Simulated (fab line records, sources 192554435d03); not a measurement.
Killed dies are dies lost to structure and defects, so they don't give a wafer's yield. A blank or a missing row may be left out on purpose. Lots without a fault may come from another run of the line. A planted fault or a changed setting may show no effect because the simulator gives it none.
fab line records | flow n5_finfet
record lots=24 wafers=72 last_day=18
route steps=1938 shown ZERO_LAYER@15 WELL_APT@44 PMOS_HMC_CHANNEL_EPI@67 FIN_SAQP@142
lots that met no fault: from a run of the same line without faults
start_h: hours from the record's first day to the start of the lot's first wafer shown | wait_h: hours since the lot's step before | " the same as in the row above | L1.1+2: a row that stands for several wafers | - no value, or no start given | * or withheld: withheld | < > ~ a bound
route shown NAME@n: a module of which the file shows steps, and the number in the route of the first | usual: mean/standard deviation of fault-free wafers | same: alike in all rows | chamber/n: place in a boat | sites: the reading at each site | _std_site: their standard deviation | _edge_site: outer sites' mean less inner sites' | radius_mm: how far each site lies from the wafer's centre | mask NAME#n: copy n | behind: the tool/chamber that last shaped the wafer | hold: why the lot was held/for how many hours/how that ended | device: the transistor (n, p or np) that didn't switch | end of line: the same wafers' tests at the end of the route | a step without rows: its recipe alone | killed: dies lost to structure and defects at the first sort, not the wafer's yield | map: a wafer's dies, x killed, . not, _ none there
set.NAME: the setting as run; set.NAME@STEP: as run at that earlier step | model.NAME: the simulator's own value behind a step, which no gauge read
steps of the route over a sample of lots; a table a step, a row a wafer
services: from which hour (start_h, from the record's first day; less than 0 if before it) a tool's chamber was out of use, for how many hours, and why
## steps
# step N5_ZERO_LAYER_ETCH_17
# recipe chemistry=CF4 target=SiO2 target_depth_a=120 time_s=13.3 ion_energy_ev=350 pressure_mtorr=40 source_w=450 bias_w=215 Ar_flow_sccm=100 cf4_flow_sccm=100
# usual drypump_motor_current_A=5.5/0.45 oes_product_au=0.79/0.092 rf_fwd_power_W=445.7/1.8 rf_vpp_V=948/4.2 showerhead_plenum_p_Torr=2.12/0.069 throttle_valve_pct=15.58/0.21
# columns lot.wafer tool chamber start_h wait_h drypump_motor_current_A oes_product_au rf_fwd_power_W rf_hours_counter_h rf_vpp_V showerhead_plenum_p_Torr throttle_valve_pct
L074.2 rie_diel-05 2 12.84 0.0 5.8 0.79 441.9 86 950 2.16 15.67
L074.3 " 3 " " 5.4 0.90 444.4 28 950 2.17 15.55
L074.5 " 1 " " 5.5 0.79 444.5 - 944 2.06 15.33
L075.2 rie_diel-03 0 18.84 0.0 5.8 0.76 446.5 119 955 2.24 15.95
L075.4 " 2 " " 6.0 0.75 447.9 161 942 2.06 15.58
L075.6 " 1 " " 4.9 0.72 445.7 - 953 2.21 15.84
L076.3 rie_diel-05 0 24.96 0.0 6.1 0.68 446.8 235 947 2.12 15.57
L076.4 " 1 " " 5.5 0.77 444.4 117 945 2.05 15.35
L076.6 " 1 " " 5.5 0.78 447.7 - 943 2.05 15.32
L077.1 rie_diel-04 1 30.88 0.0 5.0 0.70 445.6 183 948 2.12 15.68
L077.2 " 2 " " 5.0 0.79 445.3 126 944 2.06 15.54
L077.3 " 3 " " 5.4 0.68 448.7 257 940 2.04 15.63
L078.1 rie_diel-05 3 36.90 0.0 5.4 0.89 444.7 34 951 2.17 15.55
L078.2 " 0 " " 6.0 0.68 447.5 239 947 2.12 15.57
L078.5 " 2 " " 5.7 0.78 447.0 - 950 2.16 15.68
L079.1 rie_diel-04 3 42.72 0.0 5.5 0.67 446.3 262 939 2.03 15.63
L079.3 " 2 " " 5.0 0.79 449.3 130 945 2.06 15.55
L079.5 " 1 " " 5.0 0.71 443.4 - 947 2.12 15.69
L080.4 rie_diel-05 1 48.97 0.0 5.5 0.77 447.0 125 945 2.05 15.35
L080.5 " 0 " " 6.1 0.68 443.6 - 947 2.11 15.59
L080.6 " 3 " " 5.4 0.88 444.6 - 952 2.17 15.57
L081.2 rie_diel-04 0 54.89 0.0 6.3 0.97 448.6 6 947 2.09 15.63
L081.3 " 2 " " 5.0 0.78 443.5 137 943 2.06 15.56
L081.4 " 2 " " 5.0 0.78 444.0 - 943 2.06 15.55
L082.3 rie_diel-05 2 60.71 0.0 5.8 0.77 441.7 102 950 2.16 15.70
L082.4 " 1 " " 5.5 0.77 446.5 129 944 2.05 15.35
L082.6 " 0 " " 6.1 0.68 446.9 - 947 2.11 15.57
L083.1 rie_diel-03 1 66.84 0.0 4.9 0.71 447.7 225 952 2.20 15.88
L083.4 " 2 " " 5.9 0.73 449.6 178 943 2.05 15.61
L083.5 " 3 " " 5.9 0.70 444.3 - 952 2.20 15.90
L084.2 rie_diel-03 2 72.74 0.0 6.0 0.73 447.1 179 946 2.05 15.60
L084.3 " 3 " " 5.9 0.69 444.2 243 953 2.20 15.92
L084.6 " 0 " " 5.8 0.74 444.0 - 954 2.23 15.99
L085.3 rie_diel-04 0 78.85 0.0 6.3 0.93 446.7 14 947 2.09 15.63
L085.5 " 1 " " 5.0 0.69 445.2 - 947 2.11 15.70
L085.6 " 2 " " 5.0 0.78 445.1 - 943 2.05 15.56
L086.2 rie_diel-04 0 84.72 0.0 6.3 0.94 446.2 15 945 2.09 15.64
L086.3 " 2 " " 5.0 0.78 445.0 147 944 2.05 15.57
L086.6 " 0 " " 6.3 0.94 446.7 - 945 2.09 15.63
L087.1 rie_diel-05 0 90.82 0.0 6.0 0.99 444.6 1 946 2.11 15.12
L087.2 " 1 " " 5.5 0.76 444.1 139 944 2.05 15.38
L087.5 " 3 " " 5.4 0.86 442.9 - 950 2.16 15.61
L088.1 rie_diel-04 1 96.71 0.0 5.0 0.68 444.3 208 948 2.11 15.71
L088.5 " 1 " " 5.0 0.69 445.2 - 950 2.11 15.71
L088.6 " 2 " " 5.0 0.78 446.3 - 945 2.05 15.58
L089.1 rie_diel-04 3 102.89 0.0 5.4 0.91 448.3 11 957 2.29 15.13
L089.2 " 2 " " 5.0 0.77 444.7 152 944 2.05 15.58
L089.6 " 3 " " 5.4 0.90 447.9 - 957 2.29 15.11
L090.1 rie_diel-04 1 108.73 0.0 5.0 0.68 447.0 213 947 2.11 15.75
L090.4 " 3 " " 5.4 0.91 447.0 13 957 2.29 15.13
L090.5 " 0 " " 6.2 0.92 449.0 - 945 2.09 15.65
L091.1 rie_diel-05 2 114.96 0.0 5.8 0.77 444.3 120 949 2.15 15.76
L091.4 " 1 " " 5.5 0.76 445.3 146 944 2.04 15.39
L091.5 " 2 " " 5.8 0.76 441.6 - 949 2.15 15.73
L092.2 rie_diel-04 2 120.84 0.0 5.0 0.77 444.8 157 943 2.05 15.59
L092.3 " 1 " " 5.0 0.68 444.5 216 946 2.11 15.75
L092.6 " 1 " " 5.1 0.69 445.1 - 947 2.11 15.73
L093.2 rie_diel-04 0 126.93 0.0 6.3 0.89 447.5 29 946 2.08 15.66
L093.5 " 0 " " 6.3 0.90 448.6 - 946 2.08 15.65
L093.6 " 1 " " 5.0 0.68 444.8 - 946 2.11 15.75
L094.2 rie_diel-03 1 132.84 0.0 4.9 0.69 444.4 248 952 2.20 15.93
L094.3 " 0 " " 5.8 0.73 445.9 156 954 2.22 16.01
L094.4 " 2 " " 6.0 0.72 448.0 200 944 2.04 15.65
L095.3 rie_diel-04 3 138.72 0.0 5.4 0.89 449.0 22 957 2.29 15.16
L095.5 " 0 " " 6.3 0.89 448.0 - 946 2.08 15.66
L095.6 " 1 " " 5.1 0.68 445.4 - 948 2.11 15.75
L096.3 rie_diel-05 0 144.71 0.0 6.1 0.95 446.1 16 947 2.11 15.13
L096.4 " 1 " " 5.5 0.74 443.5 156 942 2.04 15.42
L096.5 " 3 " " 5.4 0.84 443.1 - 950 2.16 15.63
L097.2 rie_diel-05 1 150.84 0.0 5.5 0.75 444.8 157 943 2.04 15.40
L097.4 " 2 " " 5.8 0.76 445.4 130 951 2.15 15.75
L097.5 " 3 " " 5.4 0.83 447.1 - 950 2.16 15.63
# step N5_WELL_APT_OVL_MEAS_26
# recipe points_per_wafer=44
# usual PWELL_OVL=1/6.4
# columns lot.wafer tool chamber start_h wait_h PWELL_OVL[nm]
L074.2 overlay-02 0 15.88 0.0 -2
L074.3 " 0 " " 3
L074.5 " 0 " " -1
L075.2 overlay-02 0 20.96 0.0 -6
L075.4 " 0 " " -2
L075.6 " 0 " " 2
L076.3 overlay-02 0 27.35 0.0 -8
L076.4 " 0 " " -8
L076.6 " 0 " " -2
L077.1 overlay-02 0 33.05 0.0 0
L077.2 " 0 " " 5
L077.3 " 0 " " 1
L078.1 overlay-02 0 39.14 0.0 2
L078.2 " 0 " " 12
L078.5 " 0 " " 9
L079.1 overlay-02 0 45.34 0.0 -1
L079.3 " 0 " " -8
L079.5 " 0 " " -3
L080.4 overlay-02 0 51.25 0.0 1
L080.5 " 0 " " -1
L080.6 " 0 " " -1
L081.2 overlay-02 0 57.01 0.0 10
L081.3 " 0 " " 7
L081.4 " 0 " " 5
L082.3 overlay-02 0 62.96 0.0 4
L082.4 " 0 " " 6
L082.6 " 0 " " 9
L083.1 overlay-01 0 68.93 0.0 8
L083.4 " 0 " " 10
L083.5 " 0 " " 5
L084.2 overlay-02 0 74.89 0.0 -10
L084.3 " 0 " " -8
L084.6 " 0 " " -9
L085.3 overlay-01 0 81.27 0.0 -6
L085.5 " 0 " " 1
L085.6 " 0 " " -2
L086.2 overlay-01 0 87.09 0.0 -12
L086.3 " 0 " " -7
L086.6 " 0 " " -9
L087.1 overlay-02 0 93.28 0.0 1
L087.2 " 0 " " -1
L087.5 " 0 " " -1
L088.1 overlay-02 0 100.77 0.0 5
L088.5 " 0 " " 2
L088.6 " 0 " " 5
L089.1 overlay-01 0 105.01 0.0 10
L089.2 " 0 " " -8
L089.6 " 0 " " 7
L090.1 overlay-02 0 111.00 0.0 -4
L090.4 " 0 " " -2
L090.5 " 0 " " -4
L091.1 overlay-02 0 116.97 0.0 5
L091.4 " 0 " " 12
L091.5 " 0 " " 13
L092.2 overlay-01 0 122.98 0.0 3
L092.3 " 0 " " 5
L092.6 " 0 " " 0
L093.2 overlay-02 0 129.23 0.0 0
L093.5 " 0 " " 4
L093.6 " 0 " " -3
L094.2 overlay-02 0 135.11 0.0 4
L094.3 " 0 " " 1
L094.4 " 0 " " 7
L095.3 overlay-02 0 140.84 0.0 -11
L095.5 " 0 " " -9
L095.6 " 0 " " -13
L096.3 overlay-01 0 146.96 0.0 0
L096.4 " 0 " " 3
L096.5 " 0 " " -4
L097.2 overlay-01 0 153.03 0.0 -2
L097.4 " 0 " " -2
L097.5 " 0 " " 4
# step N5_WELL_APT_RTA_34
# recipe temp_c=1000 time_s=10 ambient=N2 idle_temp_c=600 ramp_up_c_per_s=150 ramp_down_c_per_s=60 cool_to_c=600
# usual lamp_power_pct=13.01/0.05 lamp_zone_6_pct=12.918/0.029 wafer_temp_C_max=1003.5/1.1
# columns lot.wafer tool chamber start_h wait_h lamp_power_pct lamp_zone_6_pct wafer_temp_C_max
L074.2 rtp_anneal-01 0 16.89 0.1 12.97 12.956 1003.3
L074.3 " 0 " " 12.96 12.914 1001.0
L074.5 " 0 " " 12.98 12.920 1003.8
L075.2 rtp_anneal-02 0 21.82 0.0 13.07 12.918 1003.5
L075.4 " 0 " " 13.07 12.914 1003.1
L075.6 " 0 " " 13.12 12.913 1001.9
L076.3 rtp_anneal-02 0 28.23 0.1 12.94 12.924 1003.3
L076.4 " 0 " " 12.98 12.917 1003.4
L076.6 " 0 " " 12.90 12.872 1002.3
L077.1 rtp_anneal-01 0 34.67 0.2 12.98 12.902 1004.4
L077.2 " 0 " " 12.97 12.907 1003.8
L077.3 " 0 " " 13.03 12.847 1003.6
L078.1 rtp_anneal-01 0 39.97 0.0 12.98 12.968 1005.4
L078.2 " 0 " " 13.04 12.908 1003.3
L078.5 " 0 " " 13.07 12.912 1003.3
L079.1 rtp_anneal-02 0 46.40 0.0 13.00 12.949 1004.2
L079.3 " 0 " " 13.05 12.896 1002.5
L079.5 " 0 " " 12.99 12.952 1003.9
L080.4 rtp_anneal-02 0 52.13 0.1 12.99 12.909 1005.3
L080.5 " 0 " " 12.99 12.912 1004.0
L080.6 " 0 " " 12.98 12.916 1001.9
L081.2 rtp_anneal-02 0 57.85 0.0 13.00 12.948 1003.9
L081.3 " 0 " " 13.01 12.940 1004.7
L081.4 " 0 " " 13.02 12.921 1004.1
L082.3 rtp_anneal-01 0 63.86 0.1 12.98 12.947 1003.4
L082.4 " 0 " " 13.03 12.905 1004.0
L082.6 " 0 " " 13.08 12.820 1003.7
L083.1 rtp_anneal-02 0 69.82 0.0 13.05 12.947 1002.6
L083.4 " 0 " " 13.10 12.947 1001.8
L083.5 " 0 " " 13.01 12.909 1002.1
L084.2 rtp_anneal-02 0 75.76 0.1 13.00 12.917 1002.6
L084.3 " 0 " " 12.91 12.946 1003.5
L084.6 " 0 " " 13.04 12.914 1002.8
L085.3 rtp_anneal-01 0 82.35 0.3 13.05 12.966 1003.2
L085.5 " 0 " " 12.96 12.838 1003.8
L085.6 " 0 " " 13.01 12.894 1002.2
L086.2 rtp_anneal-02 0 88.01 0.0 12.98 12.901 1003.4
L086.3 " 0 " " 12.98 12.916 1003.2
L086.6 " 0 " " 12.88 12.943 1003.3
L087.1 rtp_anneal-01 0 95.78 0.2 12.93 12.905 1003.6
L087.2 " 0 " " 12.97 12.898 1001.9
L087.5 " 0 " " 12.98 12.901 1003.5
L088.1 rtp_anneal-01 0 101.62 0.0 13.03 12.909 1003.5
L088.5 " 0 " " 13.05 12.896 1002.4
L088.6 " 0 " " 13.00 12.930 1001.7
L089.1 rtp_anneal-01 0 105.99 0.0 13.02 12.897 1007.0
L089.2 " 0 " " 13.02 12.936 1004.6
L089.6 " 0 " " 13.04 12.919 1002.3
L090.1 rtp_anneal-01 0 112.39 0.3 13.04 12.942 1003.9
L090.4 " 0 " " 13.03 12.940 1005.4
L090.5 " 0 " " 13.00 12.881 1001.8
L091.1 rtp_anneal-02 0 117.80 0.0 12.95 12.899 1003.8
L091.4 " 0 " " 12.95 12.892 1005.2
L091.5 " 0 " " 12.88 12.948 1002.5
L092.2 rtp_anneal-02 0 123.83 0.0 13.06 12.865 1004.9
L092.3 " 0 " " 12.98 12.923 1003.8
L092.6 " 0 " " 13.05 12.919 1005.7
L093.2 rtp_anneal-02 0 130.09 0.0 12.95 12.914 1004.4
L093.5 " 0 " " 13.08 12.965 1003.7
L093.6 " 0 " " 12.96 12.924 1004.2
L094.2 rtp_anneal-01 0 136.17 0.2 13.01 12.848 1002.9
L094.3 " 0 " " 13.00 12.880 1003.0
L094.4 " 0 " " 13.06 12.927 1003.2
L095.3 rtp_anneal-02 0 142.06 0.1 13.07 12.868 1003.3
L095.5 " 0 " " 13.00 12.934 1003.1
L095.6 " 0 " " 13.08 12.929 1003.7
L096.3 rtp_anneal-02 0 147.84 0.1 12.99 12.939 1003.9
L096.4 " 0 " " 13.01 12.953 1004.0
L096.5 " 0 " " 12.98 12.900 1004.5
L097.2 rtp_anneal-02 0 154.03 0.2 13.07 12.927 1003.4
L097.4 " 0 " " 13.03 12.948 1003.4
L097.5 " 0 " " 13.01 12.924 1003.8
# step N5_PMOS_HMC_CHANNEL_EPI_INSPECT_11
# recipe mode=adi inspect_instrument=macro
# usual raw_defect_count=2.0/1.4
# columns lot.wafer tool chamber start_h wait_h raw_defect_count
L074.2 defect_inspect-02 - 18.25 0.0 7
L074.3 " - " " 0
L074.5 " - " " 2
L075.2 defect_inspect-01 - 23.19 0.0 3
L075.4 " - " " 4
L075.6 " - " " 3
L076.3 defect_inspect-01 - 29.77 0.0 1
L076.4 " - " " 3
L076.6 " - " " 1
L077.1 defect_inspect-02 - 36.05 0.0 1
L077.2 " - " " 4
L077.3 " - " " 5
L078.1 defect_inspect-01 - 41.42 0.0 0
L078.2 " - " " 2
L078.5 " - " " 2
L079.1 defect_inspect-01 - 47.67 0.0 2
L079.3 " - " " 0
L079.5 " - " " 1
L080.4 defect_inspect-01 - 53.45 0.0 3
L080.5 " - " " 3
L080.6 " - " " 2
L081.2 defect_inspect-01 - 59.28 0.0 1
L081.3 " - " " 2
L081.4 " - " " 1
L082.3 defect_inspect-02 - 65.47 0.0 2
L082.4 " - " " 2
L082.6 " - " " 1
L083.1 defect_inspect-02 - 71.39 0.0 5
L083.4 " - " " 3
L083.5 " - " " 3
L084.2 defect_inspect-02 - 77.60 0.0 1
L084.3 " - " " 1
L084.6 " - " " 2
L085.3 defect_inspect-01 - 83.56 0.0 1
L085.5 " - " " 2
L085.6 " - " " 2
L086.2 defect_inspect-01 - 89.58 0.0 1
L086.3 " - " " 1
L086.6 " - " " 2
L087.1 defect_inspect-02 - 97.15 0.0 3
L087.2 " - " " 2
L087.5 " - " " 4
L088.1 defect_inspect-02 - 103.19 0.0 1
L088.5 " - " " 1
L088.6 " - " " 3
L089.1 defect_inspect-02 - 107.23 0.0 1
L089.2 " - " " 0
L089.6 " - " " 2
L090.1 defect_inspect-02 - 113.95 0.0 3
L090.4 " - " " 3
L090.5 " - " " 2
L091.1 defect_inspect-02 - 119.37 0.0 2
L091.4 " - " " 2
L091.5 " - " " 5
L092.2 defect_inspect-01 - 125.18 0.0 1
L092.3 " - " " 3
L092.6 " - " " 2
L093.2 defect_inspect-01 - 131.64 0.0 2
L093.5 " - " " 2
L093.6 " - " " 2
L094.2 defect_inspect-02 - 137.52 0.0 2
L094.3 " - " " 2
L094.4 " - " " 3
L095.3 defect_inspect-01 - 143.60 0.0 0
L095.5 " - " " 1
L095.6 " - " " 0
L096.3 defect_inspect-02 - 149.19 0.0 0
L096.4 " - " " 0
L096.5 " - " " 2
L097.2 defect_inspect-02 - 155.85 0.0 1
L097.4 " - " " 5
L097.5 " - " " 0
# step N5_PMOS_HMC_CHANNEL_EPI_INSPECT_30
# recipe inspect_instrument=darkfield mode=post_epi
# usual raw_defect_count=18/6.1
# columns lot.wafer tool chamber start_h wait_h raw_defect_count
L074.2 defect_inspect-02 - 22.27 0.0 9
L074.3 " - " " 14
L074.5 " - " " 20
L075.2 defect_inspect-01 - 26.65 0.0 24
L075.4 " - " " 22
L075.6 " - " " 19
L076.3 defect_inspect-01 - 32.55 0.0 29
L076.4 " - " " 15
L076.6 " - " " 22
L077.1 defect_inspect-01 - 38.94 0.0 18
L077.2 " - " " 16
L077.3 " - " " 10
L078.1 defect_inspect-01 - 44.84 0.0 15
L078.2 " - " " 15
L078.5 " - " " 14
L079.1 defect_inspect-01 - 50.45 0.0 11
L079.3 " - " " 14
L079.5 " - " " 12
L080.4 defect_inspect-02 - 56.23 0.0 17
L080.5 " - " " 10
L080.6 " - " " 12
L081.2 defect_inspect-01 - 62.45 0.0 28
L081.3 " - " " 14
L081.4 " - " " 26
L082.3 defect_inspect-02 - 68.34 0.0 11
L082.4 " - " " 14
L082.6 " - " " 11
L083.1 defect_inspect-02 - 74.39 0.0 17
L083.4 " - " " 21
L083.5 " - " " 17
L084.2 defect_inspect-01 - 81.01 0.0 15
L084.3 " - " " 21
L084.6 " - " " 23
L085.3 defect_inspect-02 - 86.73 0.0 16
L085.5 " - " " 32
L085.6 " - " " 23
L086.2 defect_inspect-02 - 92.77 0.0 10
L086.3 " - " " 14
L086.6 " - " " 16
L087.1 defect_inspect-02 - 101.17 0.0 19
L087.2 " - " " 15
L087.5 " - " " 18
L088.1 defect_inspect-01 - 106.57 0.0 20
L088.5 " - " " 33
L088.6 " - " " 29
L089.1 defect_inspect-02 - 110.36 0.0 19
L089.2 " - " " 6
L089.6 " - " " 18
L090.1 defect_inspect-01 - 117.31 0.0 27
L090.4 " - " " 26
L090.5 " - " " 24
L091.1 defect_inspect-02 - 122.55 0.0 12
L091.4 " - " " 17
L091.5 " - " " 11
L092.2 defect_inspect-01 - 127.95 0.0 22
L092.3 " - " " 22
L092.6 " - " " 16
L093.2 defect_inspect-02 - 135.45 0.0 8
L093.5 " - " " 16
L093.6 " - " " 16
L094.2 defect_inspect-02 - 140.30 0.0 15
L094.3 " - " " 16
L094.4 " - " " 18
L095.3 defect_inspect-01 - 146.87 0.0 19
L095.5 " - " " 15
L095.6 " - " " 14
L096.3 defect_inspect-01 - 152.36 0.0 24
L096.4 " - " " 22
L096.5 " - " " 17
L097.2 defect_inspect-02 - 158.73 0.0 20
L097.4 " - " " 12
L097.5 " - " " 16
# step N5_FIN_SAQP_HM_OPEN_33
# recipe chemistry=CH3F/O2 target=SiNx mask_material=SiO2 target_depth_a=494 time_s=70.6 pressure_mtorr=30 source_w=395 bias_w=73 Ar_flow_sccm=150 CH3F_flow_sccm=30 O2_flow_sccm=20 ion_energy_ev=120 ends=cleared
# usual drypump_motor_current_A=5.8/0.35 etch_rf_on_time_s=69.4/1.6 oes_product_au=0.69/0.097 rf_fwd_power_W=390.4/1.6 rf_vpp_V=301/4.4 showerhead_plenum_p_Torr=2.04/0.057 throttle_valve_pct=16.38/0.26
# columns lot.wafer tool chamber start_h wait_h drypump_motor_current_A etch_rf_on_time_s oes_product_au rf_fwd_power_W rf_hours_counter_h rf_vpp_V showerhead_plenum_p_Torr throttle_valve_pct
L074.2 rie_diel-02 3 28.13 0.0 5.5 71.7 0.60 391.6 221 295 2.07 16.25
L074.3 " 1 " " 5.5 70.9 0.66 391.1 144 298 2.10 16.67
L074.5 " 2 " " 6.2 71.2 0.58 392.5 - 311 2.04 16.23
L075.2 rie_diel-02 3 32.14 0.0 5.5 68.3 0.61 391.4 223 297 2.07 16.25
L075.4 " 1 " " 5.5 70.0 0.65 389.8 - 298 2.09 16.67
L075.6 " 3 " " 5.5 71.1 0.61 389.5 - 296 2.07 16.25
L076.3 rie_diel-02 1 44.43 0.2 5.5 70.7 0.65 389.3 152 298 2.09 16.67
L076.4 " 3 " " 5.5 69.5 0.61 391.1 - 298 2.06 16.28
L076.6 " 0 " " 6.0 70.0 0.83 392.2 - 301 2.05 16.01
L077.1 rie_diel-02 1 45.13 0.2 5.5 68.7 0.65 389.4 152 297 2.09 16.69
L077.2 " 0 " " 6.0 67.6 0.83 392.0 3 300 2.05 16.00
L077.3 " 3 " " 5.5 69.9 0.60 391.4 230 297 2.06 16.28
L078.1 rie_diel-06 1 49.86 0.0 6.5 72.5 0.58 391.4 219 303 2.06 16.78
L078.2 " 3 " " 5.4 70.9 0.62 391.2 148 304 2.00 16.55
L078.5 " 1 " " 6.5 73.1 0.59 392.5 - 305 2.06 16.77
L079.1 rie_diel-06 2 56.26 0.0 5.7 69.0 0.58 391.5 245 301 1.97 16.52
L079.3 " 1 " " 6.5 70.4 0.58 391.1 221 304 2.05 16.80
L079.5 " 0 " " 6.2 69.7 0.56 388.8 - 304 1.97 16.76
L080.4 rie_diel-01 0 61.53 0.0 6.0 69.0 0.80 387.8 11 297 2.12 16.06
L080.5 " 2 " " 5.9 71.7 0.62 390.4 - 305 2.07 16.49
L080.6 " 1 " " 6.1 72.2 0.60 386.2 - 305 1.98 16.49
L081.2 rie_diel-06 3 68.80 0.4 5.4 70.0 0.62 388.5 156 305 1.99 16.57
L081.3 " 0 " " 6.2 68.7 0.56 388.4 250 302 1.97 16.76
L081.4 " 3 " " 5.4 72.1 0.62 388.0 - 303 1.99 16.55
L082.3 rie_diel-02 1 73.51 0.0 5.5 69.9 0.64 390.3 164 299 2.09 16.71
L082.4 " 0 " " 6.0 71.5 0.80 390.6 15 299 2.04 16.02
L082.6 " 0 " " 6.0 68.0 0.79 390.9 - 300 2.04 16.02
L083.1 rie_diel-02 3 79.96 0.2 5.5 68.3 0.60 390.8 245 296 2.06 16.30
L083.4 " 2 " " 6.2 69.0 0.83 390.7 7 313 2.04 15.84
L083.5 " 1 " " 5.5 71.5 0.64 390.9 - 298 2.09 16.69
L084.2 rie_diel-02 2 89.34 0.0 6.2 66.3 0.82 391.3 11 314 2.03 15.83
L084.3 " 1 " " 5.5 68.0 0.64 390.5 169 298 2.09 16.72
L084.6 " 3 " " 5.5 70.8 0.60 391.4 - 296 2.06 16.30
L085.3 rie_diel-02 2 95.81 0.1 6.2 67.3 0.81 389.2 14 311 2.03 15.83
L085.5 " 2 " " 6.2 67.7 0.82 389.6 - 312 2.03 15.84
L085.6 " 1 " " 5.5 71.5 0.64 390.9 - 298 2.09 16.72
L086.2 rie_diel-02 0 101.83 0.2 6.0 69.1 0.77 390.5 29 300 2.04 16.04
L086.3 " 2 " " 6.2 69.3 0.81 390.0 18 311 2.03 15.84
L086.6 " 0 " " 6.0 69.6 0.77 390.5 - 301 2.04 16.05
L087.1 rie_diel-01 2 106.80 0.2 5.9 71.1 0.61 389.9 204 302 2.07 16.49
L087.2 " 3 " " 5.3 66.3 0.84 392.3 1 299 2.14 16.36
L087.5 " 3 " " 5.3 68.6 0.83 390.3 - 299 2.14 16.35
L088.1 rie_diel-06 2 113.76 0.1 5.7 67.3 0.80 391.7 18 299 1.96 16.13
L088.5 " 2 " " 5.7 68.8 0.79 390.5 - 300 1.96 16.12
L088.6 " 0 " " 6.2 67.2 0.85 387.9 - 302 1.97 16.33
L089.1 rie_diel-01 0 116.73 0.0 6.0 66.6 0.76 389.8 27 297 2.11 16.06
L089.2 " 3 " " 5.3 67.0 0.81 392.2 4 298 2.14 16.37
L089.6 " 2 " " 5.9 70.9 0.62 391.2 - 304 2.07 16.51
L090.1 rie_diel-06 0 122.50 0.0 6.2 66.1 0.82 387.9 3 302 1.96 16.34
L090.4 " 2 " " 5.7 70.0 0.79 393.4 - 300 1.96 16.12
L090.5 " 0 " " 6.2 67.3 0.83 387.6 - 303 1.96 16.35
L091.1 rie_diel-01 2 128.19 0.1 5.9 69.4 0.61 388.3 211 303 2.07 16.52
L091.4 " 1 " " 6.0 70.1 0.60 388.5 234 305 1.97 16.53
L091.5 " 3 " " 5.3 69.1 0.80 389.5 - 298 2.14 16.37
L092.2 rie_diel-06 2 133.19 0.0 5.7 68.0 0.78 389.3 26 300 1.96 16.15
L092.3 " 0 " " 6.2 66.4 0.81 387.1 8 302 1.96 16.36
L092.6 " 0 " " 6.2 68.1 0.81 390.7 - 302 1.96 16.36
L093.2 rie_diel-01 2 140.77 0.1 5.9 69.8 0.61 390.3 216 304 2.07 16.53
L093.5 " 2 " " 5.9 69.8 0.61 390.3 - 304 2.07 16.52
L093.6 " 3 " " 5.4 67.8 0.79 392.5 - 297 2.14 16.36
L094.2 rie_diel-01 0 145.82 0.0 6.0 68.2 0.75 391.2 36 298 2.11 16.10
L094.3 " 3 " " 5.3 69.1 0.78 392.4 14 298 2.14 16.40
L094.4 " 2 " " 5.9 71.2 0.60 391.0 218 304 2.06 16.51
L095.3 rie_diel-06 0 154.36 0.2 6.3 67.1 0.79 390.2 17 302 1.96 16.37
L095.5 " 1 " " 6.5 71.7 0.80 389.0 - 303 2.04 16.37
L095.6 " 0 " " 6.2 68.4 0.79 387.3 - 304 1.96 16.37
L096.3 rie_diel-06 2 157.99 0.0 5.7 66.9 0.78 390.7 34 300 1.96 16.18
L096.4 " 1 " " 6.5 70.2 0.80 390.9 9 304 2.04 16.37
L096.5 " 3 " " 5.4 73.6 0.59 393.0 - 304 1.98 16.65
L097.2 rie_diel-01 2 165.24 0.1 5.9 70.0 0.60 388.8 224 303 2.06 16.55
L097.4 " 1 " " 6.0 70.9 0.59 387.8 247 305 1.96 16.56
L097.5 " 1 " " 6.1 71.3 0.60 387.8 - 304 1.96 16.54
## services
# columns tool chamber start_h hours kind
rie_diel-01 - -4.04 2.8 pm
rie_diel-04 2 9.42 16.4 repair
rie_diel-02 0 12.88 9.9 repair
rie_diel-01 - 18.05 1.2 repair
rie_diel-04 0 25.88 - clean
rie_diel-04 0 25.88 - consumable_replace:focus_ring
rie_diel-04 0 25.88 17.4 scheduled_down
rie_diel-04 0 25.88 17.4 vent_cycle
rie_diel-06 0 29.58 8.5 repair
rie_diel-06 - 31.87 2.8 pm
rie_diel-02 2 41.97 - clean
rie_diel-02 2 41.97 - consumable_replace:focus_ring
rie_diel-02 2 41.97 16.4 scheduled_down
rie_diel-02 2 41.97 16.4 vent_cycle
rie_diel-04 3 43.35 - clean
rie_diel-04 3 43.35 - consumable_replace:focus_ring
rie_diel-04 3 43.35 - consumable_replace:showerhead
rie_diel-04 3 43.35 18.9 scheduled_down
rie_diel-04 3 43.35 18.9 vent_cycle
rie_diel-03 3 74.51 6.5 repair
rie_diel-03 0 83.65 4.6 repair
rie_diel-01 - 86.10 14.6 pm
rie_diel-06 0 89.21 9.2 repair
rie_diel-03 2 161.67 4.7 repair
## key
fault none
